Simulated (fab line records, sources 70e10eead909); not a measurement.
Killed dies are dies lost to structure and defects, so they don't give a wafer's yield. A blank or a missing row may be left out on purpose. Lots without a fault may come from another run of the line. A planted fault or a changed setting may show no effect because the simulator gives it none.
Chamber matching | flow nand_harc | NHARC_A_CONTACT_ALD_18 on ald_metal-03: 4 sister chambers
The step deposits TiN, target thk 3 nm, pulse time 1 s, ald cycles 150. 4 wafers are shown with their chamber, then 11 later ones without.

WAFERS WITH THEIR CHAMBER
wafer  | chamber | heater_power_w (W)
L085.4 | 3       | 1110
L085.5 | 2       | 1023
L085.6 | 1       | 998
L088.1 | 0       | 1031

WAFERS WITHOUT THEIR CHAMBER
wafer  | heater_power_w (W)
L088.2 | 1053
L088.4 | 1113
L093.2 | 1039
L093.3 | 1001
L093.6 | 1017
L092.2 | 1172
L092.5 | 1006
L092.6 | 1033
L097.1 | 1142
L097.2 | 994
L097.5 | 1019

WHICH CHAMBER EACH WENT THROUGH
wafer  | from the rows above               | in truth
L088.2 | can't be placed: 0 or 2 or 1 or 3 | 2
L088.4 | 3                                 | 3
L093.2 | can't be placed: 0 or 2 or 1      | 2
L093.3 | can't be placed: 1 or 2 or 0      | 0
L093.6 | can't be placed: 2 or 0 or 1      | 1
L092.2 | 3                                 | 3
L092.5 | can't be placed: 1 or 2 or 0      | 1
L092.6 | can't be placed: 0 or 2 or 1      | 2
L097.1 | 3                                 | 3
L097.2 | can't be placed: 1 or 2 or 0      | 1
L097.5 | can't be placed: 2 or 0 or 1      | 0
Placed correctly: 3 of 11. Can't be placed from these rows: 8 (the true chamber is among the candidates in 8). Placed wrongly: 0.
How it was worked out, from the rows above alone: a wafer's distance from a chamber is the root of the sum, over the readings, of the square of ((its reading less the chamber's mean) divided by the reading's scatter). The wafer belongs to the nearest chamber; if the next one is less than 2 further off, it can't be placed. A chamber's mean is the mean of its shown wafers. The scatter: with one shown wafer a chamber, the root of the mean of the squares of how far each hidden wafer lies from its nearest shown one.
